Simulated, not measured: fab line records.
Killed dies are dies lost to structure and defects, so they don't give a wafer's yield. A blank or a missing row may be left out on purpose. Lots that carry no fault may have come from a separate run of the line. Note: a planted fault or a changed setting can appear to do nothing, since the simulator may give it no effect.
fab line records	flow n5_finfet
record lots=24	wafers=72	last_day=19
route steps=1938 shown BEOL_M14@1749 BEOL_M15@1783
lots that met no fault: taken from a fault-free run of the same line
start_h: start of the lot's first displayed wafer, in hours after the record's first day	wait_h: hours since the lot's step before	" repeats the value in the row above	L1.1+2: several wafers, shown together as one row	- no value present, or no start provided	* or withheld: withheld	< > ~ a bound
route shown NAME@n: names a module that has steps shown in the file, with the first one's number in the route	usual: average and standard deviation across the fault-free wafers	same: alike in all rows	chamber/n: place in a boat	sites: per-site readings	_std_site: standard deviation across them	_edge_site: inner sites' mean taken away from outer sites' mean	radius_mm: for every site, how far away it sits from the centre of the wafer	mask NAME#n: copy n	behind: the most recent tool/chamber to have shaped the wafer	hold: why the lot went on hold/how many hours it stayed there/how the hold came to an end	device: the transistor (n, p or np) that didn't switch	end of line: the route-end tests of the same wafers	where a step has no rows: the recipe by itself	killed: not the wafer's yield, but the dies lost to structure and defects at the first sort	map: shows each die of a wafer: x if killed, . if not, _ if none is there
set.NAME: the setting as run; set.NAME@STEP: as run at that earlier step	model.NAME: the simulator's own value behind a step, which no gauge read
steps of the route over a sample of lots; a table a step, a row a wafer
services: when a tool's chamber went out of use (start_h, in hours from the record's first day, below 0 if earlier), for how many hours, and the reason
## steps
# step N5_BEOL_M14_DESCUM_33
# recipe chemistry=O2	time_s=7.9	source_power_w=50	bias_power_w=20	pressure_mtorr=20	rf_frequency_hz=2.712e+07	temp_c=40	o2_flow_sccm=225
# usual drypump_motor_current_A=5.8/0.5	oes_product_au=0.81/0.086	rf_vpp_V=243.3/1.6	showerhead_plenum_p_Torr=2.11/0.085	throttle_valve_pct=20.4/0.35
lot.wafer	tool	chamber	start_h	wait_h	drypump_motor_current_A	oes_product_au	rf_hours_counter_h	rf_vpp_V	showerhead_plenum_p_Torr	throttle_valve_pct
L074.1	rie_diel-01	2	286.18	0.0	6.5	0.74	188	242.3	2.01	21.0
L074.3	"	0	"	"	6.4	0.68	232	243.4	2.14	20.7
L074.6	"	0	"	"	6.4	0.68	-	244.8	2.14	20.7
L076.1	rie_diel-04	3	298.64	0.0	5.2	0.91	18	245.7	2.23	19.9
L076.4	"	0	"	"	6.0	0.71	-	242.9	2.10	21.0
L076.5	"	1	"	"	6.4	0.85	-	244.5	2.13	20.1
L077.1	rie_diel-04	1	315.86	0.0	6.4	0.84	61	243.8	2.12	20.2
L077.4	"	3	"	"	5.2	0.87	26	245.1	2.23	20.0
L077.5	"	0	"	"	6.0	0.70	-	243.0	2.09	21.0
L075.2	rie_diel-03	0	316.30	0.0	5.7	0.94	16	246.0	2.24	20.2
L075.4	"	1	"	"	5.2	0.87	-	244.1	2.13	20.1
L075.6	"	2	"	"	5.3	0.71	-	241.6	2.00	20.2
L078.1	rie_diel-03	2	325.96	0.0	5.3	0.72	180	241.9	2.00	20.2
L078.3	"	1	"	"	5.2	0.87	45	241.9	2.13	20.1
L078.4	"	1	"	"	5.2	0.87	-	243.0	2.13	20.1
L079.1	rie_diel-01	0	327.40	0.1	6.4	0.68	247	244.3	2.14	20.7
L079.4	"	3	"	"	6.0	0.86	91	243.8	2.03	20.1
L079.6	"	3	"	"	6.0	0.85	-	241.3	2.03	20.1
L080.1	rie_diel-04	3	336.32	0.4	5.2	0.86	34	244.4	2.22	20.0
L080.4	"	1	"	"	6.4	0.83	69	243.8	2.12	20.2
L080.6	"	0	"	"	6.0	0.69	-	241.5	2.09	21.0
L081.1	rie_diel-04	3	346.35	0.0	5.2	0.86	36	244.8	2.22	20.0
L081.3	"	2	"	"	5.6	0.67	249	240.6	1.99	20.9
L081.4	"	0	"	"	6.0	0.70	202	243.8	2.09	21.0
L084.1	rie_diel-03	1	350.70	0.0	5.2	0.85	53	243.7	2.13	20.1
L084.4	"	2	"	"	5.3	0.70	189	240.8	2.00	20.2
L084.6	"	2	"	"	5.3	0.71	-	240.9	2.00	20.2
L082.3	rie_diel-03	3	352.28	0.0	6.5	0.93	9	243.1	2.14	20.1
L082.4	"	1	"	"	5.2	0.84	54	243.6	2.13	20.1
L082.6	"	1	"	"	5.2	0.85	-	244.0	2.13	20.1
L083.2	rie_diel-04	1	355.32	0.0	6.4	0.80	77	244.5	2.12	20.2
L083.4	"	1	"	"	6.4	0.82	-	243.3	2.12	20.2
L083.6	"	3	"	"	5.2	0.87	-	244.9	2.22	20.0
L087.1	rie_diel-03	0	366.08	0.0	5.6	0.90	31	246.0	2.24	20.2
L087.2	"	2	"	"	5.3	0.70	195	242.6	2.00	20.2
L087.5	"	1	"	"	5.1	0.84	-	243.2	2.13	20.1
L085.2	rie_diel-03	1	373.00	0.0	5.2	0.83	62	243.8	2.13	20.1
L085.3	"	0	"	"	5.7	0.89	34	245.3	2.24	20.2
L085.4	"	2	"	"	5.3	0.70	197	241.1	2.00	20.2
L086.1	rie_diel-01	2	387.03	0.0	6.5	0.71	225	240.8	2.00	21.1
L086.5	"	3	"	"	5.9	0.83	-	243.1	2.03	20.2
L086.6	"	0	"	"	6.4	0.95	-	244.1	2.13	20.4
L090.3	rie_diel-01	0	395.11	0.1	6.4	0.94	12	243.1	2.13	20.4
L090.4	"	2	"	"	6.6	0.69	226	242.4	2.00	21.0
L090.5	"	3	"	"	5.9	0.82	-	241.2	2.03	20.2
L089.2	rie_diel-01	0	401.38	0.2	6.4	0.94	15	244.6	2.13	20.4
L089.3	"	2	"	"	6.5	0.70	229	240.3	2.00	21.1
L089.6	"	3	"	"	6.0	0.83	-	242.3	2.03	20.2
L088.1	rie_diel-03	0	403.41	0.0	5.6	0.88	46	246.9	2.23	20.3
L088.3	"	3	"	"	6.5	0.88	27	243.2	2.14	20.1
L088.6	"	0	"	"	5.7	0.87	-	245.4	2.23	20.2
L092.1	rie_diel-04	3	412.11	0.1	5.2	0.84	61	244.8	2.21	20.0
L092.2	"	2	"	"	5.6	0.92	16	245.1	2.25	20.6
L092.6	"	1	"	"	6.4	0.79	-	242.6	2.11	20.2
L091.1	rie_diel-04	0	414.25	0.0	6.0	0.67	223	244.0	2.08	21.0
L091.2	"	2	"	"	5.6	0.92	17	245.4	2.25	20.6
L091.6	"	3	"	"	5.2	0.83	-	244.5	2.22	20.0
L093.1	rie_diel-01	0	420.28	0.0	6.4	0.93	22	244.8	2.13	20.4
L093.4	"	2	"	"	6.5	0.69	236	240.9	1.99	21.1
L093.6	"	3	"	"	5.9	0.81	-	242.4	2.02	20.2
L095.2	rie_diel-04	3	428.03	0.0	5.2	0.83	67	245.9	2.21	20.0
L095.5	"	3	"	"	5.2	0.83	-	246.0	2.21	20.0
L095.6	"	2	"	"	5.6	0.91	-	244.2	2.25	20.6
L094.1	rie_diel-03	3	433.37	0.0	6.5	0.87	38	244.2	2.13	20.1
L094.2	"	1	"	"	5.2	0.83	83	243.9	2.12	20.1
L094.5	"	1	"	"	5.2	0.81	-	243.1	2.12	20.1
L096.2	rie_diel-03	3	434.95	0.2	6.5	0.86	39	244.2	2.13	20.1
L096.4	"	2	"	"	5.3	0.68	219	241.2	1.99	20.3
L096.5	"	3	"	"	6.5	0.87	-	243.4	2.13	20.1
L097.2	rie_diel-03	0	438.86	0.0	5.7	0.86	60	244.4	2.23	20.3
L097.3	"	2	"	"	5.3	0.69	221	241.9	1.99	20.3
L097.6	"	2	"	"	5.3	0.69	-	241.2	1.99	20.3
# step N5_BEOL_M14_STRIP_37
# recipe chemistry=O2	power_w=600	temp_c=60	pressure_mtorr=30	rf_frequency_hz=6e+07	bias_power_w=0	overash_fraction=0.3	o2_flow_sccm=225
# usual drypump_motor_current_A=5.8/0.5	oes_product_au=0.81/0.092	rf_vpp_V=3.6/0.88	showerhead_plenum_p_Torr=2.12/0.084	throttle_valve_pct=16.6/0.32
lot.wafer	tool	chamber	start_h	wait_h	drypump_motor_current_A	oes_product_au	rf_hours_counter_h	rf_vpp_V	showerhead_plenum_p_Torr	throttle_valve_pct
L074.1	rie_diel-03	2	286.90	0.1	5.3	0.72	165	3.4	2.01	16.5
L074.3	"	1	"	"	5.2	0.91	30	2.7	2.14	16.3
L074.6	"	1	"	"	5.2	0.90	-	5.0	2.14	16.3
L076.1	rie_diel-04	0	300.19	0.9	6.0	0.71	183	4.0	2.10	17.2
L076.4	"	3	"	"	5.2	0.90	-	3.7	2.23	16.2
L076.5	"	0	"	"	6.0	0.70	-	3.4	2.10	17.2
L077.1	rie_diel-03	1	318.15	1.7	5.2	0.87	42	3.6	2.14	16.3
L077.4	"	1	"	"	5.2	0.87	-	2.9	2.14	16.3
L077.5	"	2	"	"	5.3	0.73	-	2.3	2.01	16.5
L075.2	rie_diel-01	0	318.28	1.4	6.4	0.67	244	3.7	2.14	17.0
L075.4	"	1	"	"	5.8	0.84	73	4.9	2.03	16.8
L075.6	"	3	"	"	6.0	0.86	-	3.3	2.04	16.3
L078.1	rie_diel-01	0	326.87	0.3	6.4	0.66	247	2.7	2.14	17.0
L078.3	"	1	"	"	5.8	0.85	76	2.7	2.03	16.8
L078.4	"	3	"	"	6.0	0.85	91	3.8	2.04	16.4
L079.1	rie_diel-03	3	330.51	2.5	6.5	0.97	1	4.0	2.15	16.3
L079.4	"	0	"	"	5.6	0.91	22	2.0	2.24	16.4
L079.6	"	2	"	"	5.3	0.71	-	4.4	2.01	16.5
L080.1	rie_diel-03	0	339.83	2.9	5.5	0.89	25	4.3	2.24	16.4
L080.4	"	2	"	"	5.2	0.71	185	4.3	2.01	16.6
L080.6	"	3	"	"	6.5	0.94	-	3.0	2.15	16.3
L081.1	rie_diel-04	2	347.85	0.9	5.6	0.67	250	3.2	2.00	17.1
L081.3	"	3	"	"	5.2	0.86	37	2.8	2.23	16.3
L081.4	"	0	"	"	6.0	0.71	202	3.6	2.09	17.3
L084.1	rie_diel-03	3	351.35	0.0	6.5	0.93	9	2.8	2.15	16.3
L084.4	"	0	"	"	5.6	0.91	27	3.9	2.24	16.4
L084.6	"	0	"	"	5.7	0.91	-	6.0	2.24	16.4
L082.3	rie_diel-01	3	357.10	4.2	6.0	0.85	103	2.9	2.03	16.4
L082.4	"	0	"	"	6.4	1.03	1	3.1	2.14	16.5
L082.6	"	1	"	"	5.7	0.83	-	3.3	2.03	16.7
L083.2	rie_diel-03	0	357.30	1.4	5.7	0.89	30	4.0	2.24	16.4
L083.4	"	1	"	"	5.2	0.85	56	4.1	2.13	16.3
L083.6	"	3	"	"	6.5	0.92	-	3.7	2.15	16.3
L087.1	rie_diel-04	3	369.21	2.4	5.2	0.86	46	2.4	2.22	16.3
L087.2	"	2	"	"	5.6	0.98	2	3.4	2.26	16.7
L087.5	"	3	"	"	5.2	0.85	-	3.4	2.23	16.3
L085.2	rie_diel-04	2	375.39	1.8	5.6	0.95	4	3.3	2.26	16.7
L085.3	"	1	"	"	6.4	0.81	85	2.1	2.12	16.5
L085.4	"	3	"	"	5.1	0.84	48	2.4	2.22	16.3
L086.1	rie_diel-01	2	390.76	3.1	6.6	0.70	226	2.8	2.00	17.3
L086.5	"	0	"	"	6.4	0.95	-	4.7	2.13	16.6
L086.6	"	3	"	"	5.9	0.83	-	3.4	2.03	16.4
L090.3	rie_diel-03	2	396.67	0.9	5.3	0.70	205	2.9	2.00	16.6
L090.4	"	0	"	"	5.7	0.88	42	2.3	2.24	16.4
L090.5	"	0	"	"	5.7	0.87	-	4.4	2.24	16.4
L089.2	rie_diel-04	0	402.07	0.1	6.0	0.67	219	4.0	2.09	17.3
L089.3	"	3	"	"	5.2	0.85	57	4.4	2.22	16.3
L089.6	"	1	"	"	6.4	0.79	-	5.3	2.12	16.4
L088.1	rie_diel-01	3	404.83	0.8	5.9	0.83	120	3.4	2.03	16.4
L088.3	"	0	"	"	6.4	0.95	16	4.5	2.13	16.6
L088.6	"	3	"	"	5.9	0.83	-	3.3	2.03	16.4
L092.1	rie_diel-04	0	413.18	0.5	6.0	0.67	223	3.2	2.09	17.3
L092.2	"	2	"	"	5.6	0.92	17	4.4	2.25	16.7
L092.6	"	1	"	"	6.4	0.80	-	5.3	2.12	16.5
L091.1	rie_diel-04	3	417.32	2.5	5.2	0.82	63	2.5	2.22	16.3
L091.2	"	1	"	"	6.4	0.79	99	4.0	2.11	16.5
L091.6	"	3	"	"	5.2	0.83	-	3.5	2.22	16.3
L093.1	rie_diel-03	3	423.25	2.4	6.5	0.87	35	3.6	2.14	16.3
L093.4	"	2	"	"	5.3	0.69	215	3.9	2.00	16.6
L093.6	"	2	"	"	5.3	0.69	-	4.1	2.00	16.6
L095.2	rie_diel-03	3	430.34	1.7	6.5	0.86	37	3.4	2.14	16.3
L095.5	"	1	"	"	5.2	0.82	-	3.0	2.12	16.4
L095.6	"	0	"	"	5.7	0.86	-	2.8	2.23	16.5
L094.1	rie_diel-04	1	434.40	0.4	6.4	0.79	104	2.5	2.11	16.4
L094.2	"	3	"	"	5.2	0.83	68	4.9	2.22	16.3
L094.5	"	0	"	"	6.0	0.67	-	2.9	2.08	17.3
L096.2	rie_diel-03	3	436.46	0.9	6.5	0.88	39	2.7	2.14	16.3
L096.4	"	2	"	"	5.3	0.69	-	3.0	2.00	16.6
L096.5	"	0	"	"	5.6	0.86	-	5.3	2.23	16.5
L097.2	rie_diel-03	3	439.78	0.3	6.5	0.85	42	3.3	2.14	16.3
L097.3	"	0	"	"	5.7	0.87	60	5.1	2.23	16.4
L097.6	"	3	"	"	6.5	0.85	-	3.3	2.14	16.3
# step N5_BEOL_M14_SPUTTER_43
# recipe material=TaN	target_thk_a=150	temp_c=50	bias_v=168.6	power_w=15000	chamber_pressure_pa=0.12	time_s=24.19
# usual cathode_dc_power_W=15000/2.6	substrate_temp_c=50.01/0.11	throttle_valve_pct=29.8/1.1
lot.wafer	tool	chamber	start_h	wait_h	cathode_dc_power_W	substrate_temp_c	throttle_valve_pct
L074.1	pvd_sputter-02	-	287.59	0.0	14996	50.01	29.6
L074.3	"	-	"	"	14998	50.03	31.8
L074.6	"	-	"	"	14994	49.97	31.5
L076.1	pvd_sputter-03	-	300.59	0.0	14997	50.01	28.4
L076.4	"	-	"	"	14997	50.29	30.6
L076.5	"	-	"	"	15005	50.16	28.4
L077.1	pvd_sputter-02	-	318.77	0.0	14999	50.03	30.5
L077.4	"	-	"	"	15000	50.13	29.9
L077.5	"	-	"	"	14999	50.00	29.7
L075.2	pvd_sputter-01	-	318.97	0.0	14996	49.73	29.7
L075.4	"	-	"	"	15000	50.06	30.1
L075.6	"	-	"	"	14997	50.07	29.8
L078.1	pvd_sputter-01	-	327.36	0.0	14996	49.99	29.9
L078.3	"	-	"	"	14997	49.96	31.1
L078.4	"	-	"	"	14998	50.11	29.4
L079.1	pvd_sputter-01	-	331.10	0.0	14998	49.75	30.1
L079.4	"	-	"	"	15002	50.32	27.5
L079.6	"	-	"	"	14999	50.08	31.0
L080.1	pvd_sputter-03	-	340.45	0.0	14998	49.98	30.5
L080.4	"	-	"	"	14998	49.98	29.2
L080.6	"	-	"	"	15001	50.07	28.7
L081.1	pvd_sputter-01	-	348.42	0.0	14997	50.16	30.0
L081.3	"	-	"	"	15002	50.19	30.8
L081.4	"	-	"	"	14995	49.80	27.7
L084.1	pvd_sputter-01	-	352.02	0.0	15000	49.89	29.8
L084.4	"	-	"	"	15001	49.94	30.0
L084.6	"	-	"	"	15003	50.07	27.7
L082.3	pvd_sputter-01	-	357.72	0.0	14996	49.87	30.9
L082.4	"	-	"	"	14997	50.08	27.3
L082.6	"	-	"	"	14999	50.02	27.6
L083.2	pvd_sputter-03	-	357.83	0.0	15001	49.95	28.5
L083.4	"	-	"	"	15001	49.95	30.8
L083.6	"	-	"	"	14996	49.97	28.7
L087.1	pvd_sputter-01	-	369.92	0.0	15000	50.12	27.4
L087.2	"	-	"	"	14999	49.92	31.0
L087.5	"	-	"	"	14997	50.05	27.8
L085.2	pvd_sputter-03	-	375.93	0.0	15002	50.12	28.6
L085.3	"	-	"	"	14998	49.80	29.3
L085.4	"	-	"	"	14995	49.98	30.6
L086.1	pvd_sputter-02	-	391.43	0.0	15003	49.83	29.4
L086.5	"	-	"	"	15002	49.88	29.8
L086.6	"	-	"	"	14999	50.08	30.2
L090.3	pvd_sputter-03	-	397.59	0.0	15004	49.93	28.5
L090.4	"	-	"	"	14995	49.93	30.6
L090.5	"	-	"	"	15000	49.98	28.6
L089.2	pvd_sputter-03	-	403.49	0.0	14999	49.99	28.9
L089.3	"	-	"	"	14998	49.89	30.6
L089.6	"	-	"	"	15004	50.11	30.6
L088.1	pvd_sputter-03	-	405.51	0.0	15001	50.00	30.5
L088.3	"	-	"	"	15002	50.12	28.8
L088.6	"	-	"	"	15006	50.11	28.3
L092.1	pvd_sputter-01	-	413.89	0.0	15000	49.81	30.0
L092.2	"	-	"	"	15000	50.07	29.5
L092.6	"	-	"	"	15002	50.14	29.6
L091.1	pvd_sputter-02	-	418.10	0.0	14995	49.97	31.9
L091.2	"	-	"	"	14998	50.03	29.6
L091.6	"	-	"	"	14999	49.93	31.6
L093.1	pvd_sputter-02	-	424.38	0.0	15000	49.92	31.5
L093.4	"	-	"	"	15001	49.93	30.3
L093.6	"	-	"	"	15001	50.08	29.6
L095.2	pvd_sputter-01	-	430.92	0.0	15001	50.12	29.6
L095.5	"	-	"	"	15003	50.05	30.1
L095.6	"	-	"	"	15000	49.95	27.6
L094.1	pvd_sputter-03	-	434.95	0.0	14998	49.92	28.5
L094.2	"	-	"	"	14997	49.97	30.5
L094.5	"	-	"	"	14997	49.92	30.7
L096.2	pvd_sputter-03	-	438.61	0.0	15000	50.15	30.7
L096.4	"	-	"	"	15001	50.13	30.5
L096.5	"	-	"	"	14998	49.96	29.0
L097.2	pvd_sputter-03	-	440.79	0.0	15000	49.91	30.7
L097.3	"	-	"	"	15001	49.95	28.7
L097.6	"	-	"	"	15005	50.06	28.9
# step N5_BEOL_M14_SPUTTER_44
# recipe material=Ta	target_thk_a=150	temp_c=50	bias_v=80	power_w=15000	chamber_pressure_pa=0.07	time_s=24.19
# usual cathode_dc_power_W=15000/2.8	substrate_temp_c=50.00/0.11	throttle_valve_pct=29.8/1.1
lot.wafer	tool	chamber	start_h	wait_h	cathode_dc_power_W	substrate_temp_c	throttle_valve_pct
L074.1	pvd_sputter-02	-	287.67	0.0	15001	50.06	30.1
L074.3	"	-	"	"	14997	49.93	31.6
L074.6	"	-	"	"	15005	50.09	31.7
L076.1	pvd_sputter-03	-	300.67	0.0	14996	49.85	28.3
L076.4	"	-	"	"	15004	49.99	30.8
L076.5	"	-	"	"	15003	50.01	28.3
L077.1	pvd_sputter-02	-	318.85	0.0	14997	50.12	30.1
L077.4	"	-	"	"	15002	50.10	29.8
L077.5	"	-	"	"	14998	49.94	29.4
L075.2	pvd_sputter-01	-	319.05	0.0	14997	50.09	29.7
L075.4	"	-	"	"	14997	49.78	30.3
L075.6	"	-	"	"	15002	49.89	29.9
L078.1	pvd_sputter-01	-	327.44	0.0	14996	50.24	29.8
L078.3	"	-	"	"	14999	50.17	31.1
L078.4	"	-	"	"	14996	49.86	29.7
L079.1	pvd_sputter-01	-	331.18	0.0	14999	49.97	30.2
L079.4	"	-	"	"	15002	49.86	27.8
L079.6	"	-	"	"	14999	49.81	30.9
L080.1	pvd_sputter-03	-	340.53	0.0	15001	50.07	30.6
L080.4	"	-	"	"	15004	49.90	29.1
L080.6	"	-	"	"	15000	50.04	28.4
L081.1	pvd_sputter-01	-	348.50	0.0	15000	50.18	29.4
L081.3	"	-	"	"	14999	49.98	31.0
L081.4	"	-	"	"	15001	50.16	27.7
L084.1	pvd_sputter-01	-	352.10	0.0	14997	49.94	29.8
L084.4	"	-	"	"	15004	50.18	30.0
L084.6	"	-	"	"	15002	49.92	27.7
L082.3	pvd_sputter-01	-	357.80	0.0	15002	49.93	30.9
L082.4	"	-	"	"	14998	50.03	27.9
L082.6	"	-	"	"	14996	50.13	27.9
L083.2	pvd_sputter-03	-	357.91	0.0	15002	49.90	28.7
L083.4	"	-	"	"	15004	50.08	31.0
L083.6	"	-	"	"	15001	49.94	28.9
L087.1	pvd_sputter-01	-	370.00	0.0	15000	50.02	27.4
L087.2	"	-	"	"	14999	50.09	30.9
L087.5	"	-	"	"	15003	50.05	27.9
L085.2	pvd_sputter-03	-	376.01	0.0	15000	50.06	28.6
L085.3	"	-	"	"	14994	49.98	28.9
L085.4	"	-	"	"	15000	50.04	30.6
L086.1	pvd_sputter-02	-	391.51	0.0	15003	49.86	29.9
L086.5	"	-	"	"	15000	50.09	29.6
L086.6	"	-	"	"	14996	49.85	30.3
L090.3	pvd_sputter-03	-	397.67	0.0	15001	49.95	28.8
L090.4	"	-	"	"	15000	50.02	30.9
L090.5	"	-	"	"	14999	50.00	28.6
L089.2	pvd_sputter-03	-	403.57	0.0	14997	50.02	29.2
L089.3	"	-	"	"	15007	50.07	30.6
L089.6	"	-	"	"	15003	49.91	30.5
L088.1	pvd_sputter-03	-	405.59	0.0	14999	50.08	30.6
L088.3	"	-	"	"	15001	50.06	28.3
L088.6	"	-	"	"	14998	49.93	28.6
L092.1	pvd_sputter-01	-	413.97	0.0	14997	50.01	30.0
L092.2	"	-	"	"	15000	50.01	29.4
L092.6	"	-	"	"	15003	49.90	29.7
L091.1	pvd_sputter-02	-	418.18	0.0	14996	50.25	31.6
L091.2	"	-	"	"	14997	49.83	29.6
L091.6	"	-	"	"	15000	50.17	31.7
L093.1	pvd_sputter-02	-	424.46	0.0	14998	49.82	31.8
L093.4	"	-	"	"	15000	49.94	30.3
L093.6	"	-	"	"	15001	49.81	30.0
L095.2	pvd_sputter-01	-	431.00	0.0	15004	50.05	29.7
L095.5	"	-	"	"	15000	50.14	29.9
L095.6	"	-	"	"	15003	49.97	27.8
L094.1	pvd_sputter-03	-	435.03	0.0	15000	49.98	28.6
L094.2	"	-	"	"	15001	49.94	30.7
L094.5	"	-	"	"	14996	49.81	30.7
L096.2	pvd_sputter-03	-	438.69	0.0	14998	50.11	30.8
L096.4	"	-	"	"	14998	49.95	30.3
L096.5	"	-	"	"	14997	50.15	29.0
L097.2	pvd_sputter-03	-	440.87	0.0	15006	49.89	30.6
L097.3	"	-	"	"	15001	49.88	28.4
L097.6	"	-	"	"	14998	50.00	28.8
# step N5_BEOL_M15_CD_MEAS_10
# recipe target_cd_nm=360	landing_energy_ev=500	detector=se_inlens	polarity=opening
# usual cd_nm=361.6/1.5
lot.wafer	tool	chamber	start_h	wait_h	cd_nm
L074.1	cd_sem-02	0	289.40	-	359.6
L074.3	"	0	"	"	360.9
L074.6	"	0	"	"	360.6
L076.1	cd_sem-01	0	302.51	-	360.7
L076.4	"	0	"	"	360.8
L076.5	"	0	"	"	359.6
L077.1	cd_sem-01	0	320.57	-	357.7
L077.4	"	0	"	"	363.0
L077.5	"	0	"	"	359.5
L075.2	cd_sem-02	0	320.85	-	363.3
L075.4	"	0	"	"	360.0
L075.6	"	0	"	"	362.8
L078.1	cd_sem-03	0	329.16	-	363.4
L078.3	"	0	"	"	359.2
L078.4	"	0	"	"	361.4
L079.1	cd_sem-01	0	332.90	-	359.9
L079.4	"	0	"	"	362.3
L079.6	"	0	"	"	359.8
L080.1	cd_sem-03	0	342.59	-	361.3
L080.4	"	0	"	"	361.7
L080.6	"	0	"	"	360.0
L081.1	cd_sem-03	0	350.35	-	361.5
L081.3	"	0	"	"	363.8
L081.4	"	0	"	"	360.5
L084.1	cd_sem-01	0	353.86	-	362.6
L084.4	"	0	"	"	362.0
L084.6	"	0	"	"	360.6
L082.3	cd_sem-03	0	359.55	-	361.9
L082.4	"	0	"	"	361.8
L082.6	"	0	"	"	362.9
L083.2	cd_sem-01	0	359.86	-	363.3
L083.4	"	0	"	"	360.0
L083.6	"	0	"	"	362.7
L087.1	cd_sem-01	0	372.01	-	363.8
L087.2	"	0	"	"	361.7
L087.5	"	0	"	"	363.4
L085.2	cd_sem-02	0	377.98	-	362.7
L085.3	"	0	"	"	366.1
L085.4	"	0	"	"	364.8
L086.1	cd_sem-02	0	393.25	-	360.1
L086.5	"	0	"	"	360.2
L086.6	"	0	"	"	361.4
L090.3	cd_sem-01	0	399.55	-	359.4
L090.4	"	0	"	"	361.3
L090.5	"	0	"	"	364.4
L089.2	cd_sem-02	0	405.53	-	361.7
L089.3	"	0	"	"	361.8
L089.6	"	0	"	"	359.5
L088.1	cd_sem-02	0	407.43	-	362.8
L088.3	"	0	"	"	361.5
L088.6	"	0	"	"	362.7
L092.1	cd_sem-01	0	415.70	-	360.8
L092.2	"	0	"	"	360.9
L092.6	"	0	"	"	360.4
L091.1	cd_sem-01	0	420.05	-	361.8
L091.2	"	0	"	"	359.3
L091.6	"	0	"	"	361.9
L093.1	cd_sem-03	0	426.31	-	362.7
L093.4	"	0	"	"	360.1
L093.6	"	0	"	"	361.5
L095.2	cd_sem-01	0	433.14	-	361.1
L095.5	"	0	"	"	359.8
L095.6	"	0	"	"	361.8
L094.1	cd_sem-03	0	436.76	-	362.8
L094.2	"	0	"	"	360.8
L094.5	"	0	"	"	360.3
L096.2	cd_sem-01	0	440.43	-	362.7
L096.4	"	0	"	"	361.9
L096.5	"	0	"	"	363.0
L097.2	cd_sem-01	0	442.60	-	361.4
L097.3	"	0	"	"	361.2
L097.6	"	0	"	"	358.8
# step N5_BEOL_M15_INSPECT_30
# recipe mode=adi	inspect_instrument=macro
# usual raw_defect_count=1.9/1.3
lot.wafer	tool	chamber	start_h	wait_h	raw_defect_count
L074.1	defect_inspect-02	-	291.04	0.0	2
L074.3	"	-	"	"	3
L074.6	"	-	"	"	2
L076.1	defect_inspect-02	-	304.40	0.0	1
L076.4	"	-	"	"	2
L076.5	"	-	"	"	0
L077.1	defect_inspect-01	-	322.25	0.0	1
L077.4	"	-	"	"	2
L077.5	"	-	"	"	1
L075.2	defect_inspect-02	-	322.63	0.0	1
L075.4	"	-	"	"	4
L075.6	"	-	"	"	0
L078.1	defect_inspect-02	-	330.80	0.0	3
L078.3	"	-	"	"	4
L078.4	"	-	"	"	2
L079.1	defect_inspect-02	-	334.54	0.0	2
L079.4	"	-	"	"	2
L079.6	"	-	"	"	1
L080.1	defect_inspect-02	-	344.22	0.0	3
L080.4	"	-	"	"	0
L080.6	"	-	"	"	1
L081.1	defect_inspect-02	-	351.87	0.0	1
L081.3	"	-	"	"	1
L081.4	"	-	"	"	1
L084.1	defect_inspect-01	-	355.37	0.0	0
L084.4	"	-	"	"	0
L084.6	"	-	"	"	2
L082.3	defect_inspect-01	-	361.22	0.0	1
L082.4	"	-	"	"	2
L082.6	"	-	"	"	1
L083.2	defect_inspect-01	-	361.99	0.0	3
L083.4	"	-	"	"	2
L083.6	"	-	"	"	3
L087.1	defect_inspect-02	-	373.65	0.0	2
L087.2	"	-	"	"	1
L087.5	"	-	"	"	2
L085.2	defect_inspect-02	-	379.85	0.0	3
L085.3	"	-	"	"	2
L085.4	"	-	"	"	1
L086.1	defect_inspect-01	-	394.89	0.0	3
L086.5	"	-	"	"	1
L086.6	"	-	"	"	1
L090.3	defect_inspect-02	-	401.19	0.0	0
L090.4	"	-	"	"	1
L090.5	"	-	"	"	1
L089.2	defect_inspect-01	-	407.04	0.0	0
L089.3	"	-	"	"	3
L089.6	"	-	"	"	0
L088.1	defect_inspect-02	-	409.15	0.0	1
L088.3	"	-	"	"	1
L088.6	"	-	"	"	4
L092.1	defect_inspect-01	-	417.22	0.0	2
L092.2	"	-	"	"	1
L092.6	"	-	"	"	2
L091.1	defect_inspect-01	-	421.69	0.0	1
L091.2	"	-	"	"	3
L091.6	"	-	"	"	1
L093.1	defect_inspect-01	-	427.96	0.0	4
L093.4	"	-	"	"	1
L093.6	"	-	"	"	3
L095.2	defect_inspect-01	-	434.92	0.0	0
L095.5	"	-	"	"	2
L095.6	"	-	"	"	1
L094.1	defect_inspect-02	-	438.28	0.0	1
L094.2	"	-	"	"	4
L094.5	"	-	"	"	2
L096.2	defect_inspect-01	-	442.07	0.0	2
L096.4	"	-	"	"	3
L096.5	"	-	"	"	2
L097.2	defect_inspect-01	-	444.11	0.0	1
L097.3	"	-	"	"	2
L097.6	"	-	"	"	1
## services
tool	chamber	start_h	hours	kind
rie_diel-04	2	296.24	7.2	repair
rie_diel-03	3	303.59	-	clean
rie_diel-03	3	303.59	-	consumable_replace:focus_ring
rie_diel-03	3	303.59	24.1	scheduled_down
rie_diel-03	3	303.59	24.1	vent_cycle
rie_diel-01	0	335.79	-	clean
rie_diel-01	0	335.79	-	consumable_replace:focus_ring
rie_diel-03	0	346.69	3.6	repair
rie_diel-04	2	349.27	-	clean
rie_diel-04	2	349.27	-	consumable_replace:focus_ring
rie_diel-04	2	349.27	-	consumable_replace:showerhead
rie_diel-04	2	349.27	16.0	scheduled_down
rie_diel-04	2	349.27	16.0	vent_cycle
rie_diel-03	3	355.22	1.7	repair
rie_diel-03	0	357.58	3.6	repair
rie_diel-04	0	357.66	5.9	repair
rie_diel-03	-	374.21	0.7	repair
pvd_sputter-02	-	382.94	2.5	repair
## key
fault none
